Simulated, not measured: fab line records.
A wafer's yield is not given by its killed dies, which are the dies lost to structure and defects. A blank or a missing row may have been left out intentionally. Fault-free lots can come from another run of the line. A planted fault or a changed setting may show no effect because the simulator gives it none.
Check for tools in common / flow nand harc / Sampled: 14 lots, 39 wafers

WHY IT WAS OPENED
Flagged at NHARC_P_STI_INSPECT_11: reading raw defect count, on 3 of 14 lots. No-fault wafers: 4.8, standard deviation 2.4.
Rule: a lot gets a flag if all its wafers with a number sit over 4 standard deviations from that mean, or if no wafer of it has a number. The rest of the lots are taken to be sound.

lot=L605; measured=day 2 11:11; on=defect inspect-02; raw defect count, wafer by wafer=3 2 5; flag=
lot=L606; measured=day 2 16:52; on=defect inspect-01; raw defect count, wafer by wafer=4 9 6; flag=
lot=L608; measured=day 3 04:56; on=defect inspect-01; raw defect count, wafer by wafer=4 6 8; flag=
lot=L609; measured=day 3 12:43; on=defect inspect-01; raw defect count, wafer by wafer=5 4 3; flag=
lot=L610; measured=day 3 17:18; on=defect inspect-02; raw defect count, wafer by wafer=3 7 3; flag=
lot=L611; measured=day 4 02:35; on=defect inspect-01; raw defect count, wafer by wafer=2 5 2; flag=
lot=L612; measured=day 4 02:44; on=defect inspect-02; raw defect count, wafer by wafer=3 4 3; flag=
lot=L614; measured=day 4 17:06; on=defect inspect-01; raw defect count, wafer by wafer=5 5 7; flag=
lot=L615; measured=day 4 23:04; on=defect inspect-02; raw defect count, wafer by wafer=7 4 4; flag=
lot=L617; measured=day 5 11:23; on=defect inspect-02; raw defect count, wafer by wafer=10 7 2; flag=
lot=L621; measured=day 6 07:30; on=defect inspect-01; raw defect count, wafer by wafer=18 20; flag=FLAGGED
lot=L622; measured=day 6 17:14; on=defect inspect-02; raw defect count, wafer by wafer=20 23; flag=FLAGGED
lot=L625; measured=day 7 13:53; on=defect inspect-02; raw defect count, wafer by wafer=15 15; flag=FLAGGED
lot=L628; measured=day 8 01:33; on=defect inspect-01; raw defect count, wafer by wafer=3 4 4; flag=
Average over the flagged lots: 18.5; offset from the usual +13.7, equal to +6 standard deviations.

WHICH TOOL RAN EACH LOT
The record holds 2 process steps before the reading, out of a route of 1159 steps. Each cell gives the tool, then ch followed by the chambers the sampled wafers passed through, then the start.
lot=L605; flag=; NHARC_P_ZERO_WELL_PECVD_02=pecvd-03 ch 1,2, day 1 12:32; NHARC_P_ZERO_WELL_DESCUM_54=rie diel-09 ch 0,1,2, day 1 18:08
lot=L606; flag=; NHARC_P_ZERO_WELL_PECVD_02=pecvd-03 ch 1,2, day 1 18:31; NHARC_P_ZERO_WELL_DESCUM_54=rie diel-09 ch 0,1,2, day 1 23:53
lot=L608; flag=; NHARC_P_ZERO_WELL_PECVD_02=pecvd-03 ch 0,1,2, day 2 06:29; NHARC_P_ZERO_WELL_DESCUM_54=rie diel-09 ch 1,2,3, day 2 11:52
lot=L609; flag=; NHARC_P_ZERO_WELL_PECVD_02=pecvd-03 ch 0,2, day 2 12:26; NHARC_P_ZERO_WELL_DESCUM_54=rie diel-09 ch 0,2, day 2 17:47
lot=L610; flag=; NHARC_P_ZERO_WELL_PECVD_02=pecvd-01 ch 0,2, day 2 18:29; NHARC_P_ZERO_WELL_DESCUM_54=rie diel-01 ch 0,2, day 2 23:55
lot=L611; flag=; NHARC_P_ZERO_WELL_PECVD_02=pecvd-04 ch 0,2, day 3 00:26; NHARC_P_ZERO_WELL_DESCUM_54=rie diel-03 ch 2,3, day 3 05:53
lot=L612; flag=; NHARC_P_ZERO_WELL_PECVD_02=pecvd-04 ch 0,2, day 3 06:29; NHARC_P_ZERO_WELL_DESCUM_54=rie diel-09 ch 0,2,3, day 3 11:56
lot=L614; flag=; NHARC_P_ZERO_WELL_PECVD_02=pecvd-03 ch 0,1, day 3 18:29; NHARC_P_ZERO_WELL_DESCUM_54=rie diel-09 ch 0,1, day 3 23:47
lot=L615; flag=; NHARC_P_ZERO_WELL_PECVD_02=pecvd-01 ch 0,2, day 4 00:26; NHARC_P_ZERO_WELL_DESCUM_54=rie diel-03 ch 1,2, day 4 05:54
lot=L617; flag=; NHARC_P_ZERO_WELL_PECVD_02=pecvd-04 ch 0,1, day 4 12:29; NHARC_P_ZERO_WELL_DESCUM_54=rie diel-09 ch 1,2,3, day 4 18:10
lot=L621; flag=FLAGGED; NHARC_P_ZERO_WELL_PECVD_02=pecvd-04 ch 0, day 5 12:31; NHARC_P_ZERO_WELL_DESCUM_54=rie diel-01 ch 3, day 5 17:50
lot=L622; flag=FLAGGED; NHARC_P_ZERO_WELL_PECVD_02=pecvd-04 ch 0, day 5 18:29; NHARC_P_ZERO_WELL_DESCUM_54=rie diel-01 ch 1, day 5 23:59
lot=L625; flag=FLAGGED; NHARC_P_ZERO_WELL_PECVD_02=pecvd-04 ch 0, day 6 12:36; NHARC_P_ZERO_WELL_DESCUM_54=rie diel-01 ch 0, day 6 17:49
lot=L628; flag=; NHARC_P_ZERO_WELL_PECVD_02=pecvd-03 ch 0,2, day 7 06:30; NHARC_P_ZERO_WELL_DESCUM_54=rie diel-03 ch 1,2, day 7 12:01
What the steps here do:
- NHARC_P_ZERO_WELL_PECVD_02: deposits SiO2, target thk 10 nm.
- NHARC_P_ZERO_WELL_DESCUM_54: chemistry O2, time 3 s.
- NHARC_P_STI_INSPECT_11

FLAGGED OVER TOTAL, TOOL BY TOOL (the gauges that took the reading come last)
step=NHARC_P_ZERO_WELL_PECVD_02; tool=pecvd-01; lots run=2; flagged=0; share of the flagged lots=none; sound lots run after its first flagged lot=-
step=NHARC_P_ZERO_WELL_PECVD_02; tool=pecvd-03; lots run=6; flagged=0; share of the flagged lots=none; sound lots run after its first flagged lot=-
step=NHARC_P_ZERO_WELL_PECVD_02; tool=pecvd-04; lots run=6; flagged=3; share of the flagged lots=all; sound lots run after its first flagged lot=0
step=NHARC_P_ZERO_WELL_DESCUM_54; tool=rie diel-01; lots run=4; flagged=3; share of the flagged lots=all; sound lots run after its first flagged lot=0
step=NHARC_P_ZERO_WELL_DESCUM_54; tool=rie diel-03; lots run=3; flagged=0; share of the flagged lots=none; sound lots run after its first flagged lot=-
step=NHARC_P_ZERO_WELL_DESCUM_54; tool=rie diel-09; lots run=7; flagged=0; share of the flagged lots=none; sound lots run after its first flagged lot=-
step=NHARC_P_STI_INSPECT_11; tool=defect inspect-01; lots run=7; flagged=1; share of the flagged lots=some; sound lots run after its first flagged lot=1 (L628)
step=NHARC_P_STI_INSPECT_11; tool=defect inspect-02; lots run=7; flagged=2; share of the flagged lots=some; sound lots run after its first flagged lot=0

WHAT THE TABLE ALLOWS
2 rows of the table ran every flagged lot: pecvd-04 at NHARC_P_ZERO_WELL_PECVD_02, rie diel-01 at NHARC_P_ZERO_WELL_DESCUM_54.
- pecvd-04 at NHARC_P_ZERO_WELL_PECVD_02 ran 6 lots, 3 of them flagged. A fault beginning between L617 (day 4 12:29), its last sound lot, and L621 (day 5 12:31), its first flagged one, fits the data.
- rie diel-01 at NHARC_P_ZERO_WELL_DESCUM_54 ran 4 lots, 3 of them flagged. A fault beginning between L610 (day 2 23:55), its last sound lot, and L621 (day 5 17:50), its first flagged one, fits the data.
A lot count leaves these 2 tools indistinguishable: every one of them fits a fault beginning at some hour. More lots, or a look at what each step does to the wafer, might.

WHAT THE SIMULATOR HAD INSERTED
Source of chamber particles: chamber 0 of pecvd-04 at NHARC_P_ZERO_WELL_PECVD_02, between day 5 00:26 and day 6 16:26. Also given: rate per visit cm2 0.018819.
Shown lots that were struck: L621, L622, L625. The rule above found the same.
